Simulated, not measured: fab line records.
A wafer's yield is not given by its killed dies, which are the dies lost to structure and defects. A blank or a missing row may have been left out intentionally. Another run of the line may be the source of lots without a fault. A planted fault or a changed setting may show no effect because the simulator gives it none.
Lot-split experiment	flow n5-finfet	7 lots, 21 wafers read, on a route of 1938 steps

## ABOUT THE SPLIT
At N5_MIM_BOT_SPUTTER_00 (material TiN, target thk 35 nm, time 89.7 s), the setting time-s was moved away from the recipe's 89.7 s on 5 of the 21 wafers read, by -11.5% to +3.9%. All remaining wafers had this setting at the recipe value.

The split's own step is where the reading is taken.

## THE READING
TiN_of_MIM_BOT_SPUTTER_00.thk-nm (the simulator's own value, which no gauge read), in nm, at N5_MIM_BOT_SPUTTER_00 (material TiN, target thk 35 nm, time 89.7 s). The file gives no usual value for it. Average 34.9 nm, standard deviation 0.42 nm, over the 16 wafers here run with the recipe.

wafer	tool, chamber at the split	time-s as run, s	against the recipe	TiN_of_MIM_BOT_SPUTTER_00.thk-nm, nm	against lot-mates on the recipe
L077.2	pvd-sputter-01, -	89.7	recipe	35.2	-
L077.4	pvd-sputter-01, -	89.7	recipe	35.2	-
L077.6	pvd-sputter-01, -	81.21	-9.5%	31.6	-3.6
L079.1	pvd-sputter-03, -	89.7	recipe	35	-
L079.3	pvd-sputter-03, -	79.42	-11.5%	30.6	-4.3
L079.6	pvd-sputter-03, -	89.7	recipe	34.8	-
L081.4	pvd-sputter-03, -	89.7	recipe	35.4	-
L081.5	pvd-sputter-03, -	89.7	recipe	35.4	-
L081.6	pvd-sputter-03, -	89.7	recipe	35.4	-
L083.2	pvd-sputter-01, -	89.7	recipe	35	-
L083.3	pvd-sputter-01, -	89.7	recipe	35	-
L083.6	pvd-sputter-01, -	89.7	recipe	34.8	-
L088.1	pvd-sputter-03, -	89.7	recipe	34	-
L088.3	pvd-sputter-03, -	89.7	recipe	34.2	-
L088.6	pvd-sputter-03, -	89.7	recipe	34.4	-
L086.1	pvd-sputter-03, -	83.85	-6.5%	32.4	-2.4
L086.4	pvd-sputter-03, -	83.85	-6.5%	32.8	-2.0
L086.6	pvd-sputter-03, -	89.7	recipe	34.8	-
L092.2	pvd-sputter-03, -	89.7	recipe	35	-
L092.4	pvd-sputter-03, -	89.7	recipe	35.4	-
L092.5	pvd-sputter-03, -	93.17	+3.9%	36.4	+1.2

THE FIT
A straight line over all 21 wafers: TiN_of_MIM_BOT_SPUTTER_00.thk-nm changes by +0.367 nm for each +1% of time-s; r = +0.96; the points scatter about the line by 0.39 nm.
The same after taking each lot's own level away (the mean of its wafers on the recipe; 21 wafers): +0.363 nm for each +1%; r = +0.99; scatter 0.15 nm.
On that fit, the largest move of time-s shifts the reading by 4.2 nm.
The span of the lots' own levels, 34.20 to 35.40 nm, comes to 2.9 times the standard deviation stated above.
The two slopes are in agreement: the lot-to-lot level therefore moves the slope only a little.
Check: for one of the wafers moved furthest among these (-11.5%), held out of the fit, the line's prediction against its lot-mates is -4.07 nm. It came out at -4.3 nm against them.

## OTHER SPLITS ON THESE WAFERS
Note: prior to the reading, these wafers also went through further splits. Each is held against what the fit with the lots' levels taken away leaves over:
other split on the same wafers	wafers away from the commonest value	r with TiN_of_MIM_BOT_SPUTTER_00.thk-nm (lot level and that fit taken away)
N5_BEOL_M15_EXPOSE_07 dose-mj	8	-0.16

## THE FILE'S OWN FIT
TiN_of_MIM_BOT_SPUTTER_00.thk-nm changes by +0.368 nm for each +1% of time-s, r = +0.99.
